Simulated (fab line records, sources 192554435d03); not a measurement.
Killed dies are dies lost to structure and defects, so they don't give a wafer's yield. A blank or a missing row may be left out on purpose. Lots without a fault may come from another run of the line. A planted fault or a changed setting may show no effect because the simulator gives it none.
Chamber matching | flow n5_finfet | N5_FIN_SAQP_PECVD_06 on pecvd-03: 3 sister chambers
The step deposits a-Si from SiH4/He, target thk 60 nm, time 48.1 s. 20 wafers are shown with their chamber, then 10 later ones without.

WAFERS WITH THEIR CHAMBER
wafer  | chamber | showerhead_plenum_p_Torr (Torr) | throttle_valve_pct (%) | heater_power_w (W)
L077.1 | 1       | 5.60                            | 18.9                   | 882
L077.2 | 0       | 5.69                            | 18.4                   | 889
L077.5 | 2       | 5.60                            | 18.8                   | 859
L083.1 | 1       | 5.60                            | 18.6                   | 958
L083.4 | 1       | 5.60                            | 18.7                   | 960
L083.6 | 0       | 5.68                            | 18.6                   | 935
L084.1 | 2       | 5.62                            | 18.5                   | 803
L084.2 | 0       | 5.69                            | 18.2                   | 832
L084.4 | 0       | 5.69                            | 18.6                   | 832
L085.2 | 2       | 5.62                            | 18.5                   | 838
L085.3 | 0       | 5.69                            | 18.2                   | 965
L085.6 | 2       | 5.62                            | 18.6                   | 848
L087.2 | 1       | 5.59                            | 18.8                   | 913
L087.3 | 0       | 5.70                            | 18.5                   | 858
L087.5 | 1       | 5.59                            | 18.8                   | 916
L090.1 | 0       | 5.67                            | 18.2                   | 971
L090.4 | 1       | 5.60                            | 18.6                   | 886
L090.5 | 2       | 5.61                            | 18.6                   | 873
L092.1 | 1       | 5.59                            | 18.9                   | 932
L092.2 | 2       | 5.61                            | 18.7                   | 873

SIGNATURES (means of the wafers above)
reading                  | chamber 0 | chamber 1 | chamber 2 | scatter within a chamber
showerhead_plenum_p_Torr | 5.6871    | 5.5957    | 5.6133    | 0.00785
throttle_valve_pct       | 18.386    | 18.757    | 18.617    | 0.148
heater_power_w           | 897.43    | 921.00    | 849.00    | 42.6
Rule: a wafer's distance from a chamber is the root of the sum, over the readings, of the square of ((its reading less the chamber's mean) divided by the reading's scatter). The wafer belongs to the nearest chamber; if the next one is less than 2 further off, it can't be placed. The scatter: the root of (the sum of the squares of (reading less its chamber's mean) over the shown wafers, divided by (wafers less chambers)).

WAFERS WITHOUT THEIR CHAMBER
wafer  | showerhead_plenum_p_Torr (Torr) | throttle_valve_pct (%) | heater_power_w (W)
L092.5 | 5.60                            | 18.8                   | 945
L094.1 | 5.69                            | 18.2                   | 976
L094.4 | 5.68                            | 18.3                   | 985
L094.5 | 5.61                            | 18.2                   | 833
L096.1 | 5.67                            | 18.6                   | 943
L096.2 | 5.62                            | 18.4                   | 767
L096.3 | 5.69                            | 18.6                   | 932
L097.4 | 5.59                            | 18.5                   | 897
L097.5 | 5.67                            | 18.6                   | 927
L097.6 | 5.61                            | 18.5                   | 900

WHICH CHAMBER EACH WENT THROUGH
wafer  | from the rows above     | in truth
L092.5 | 1                       | 1
L094.1 | 0                       | 0
L094.4 | 0                       | 0
L094.5 | can't be placed: 2 or 1 | 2
L096.1 | 0                       | 0
L096.2 | 2                       | 2
L096.3 | 0                       | 0
L097.4 | can't be placed: 1 or 2 | 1
L097.5 | 0                       | 0
L097.6 | can't be placed: 2 or 1 | 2
Placed correctly: 7 of 10. Can't be placed from these rows: 3 (the true chamber is among the candidates in 3). Placed wrongly: 0.
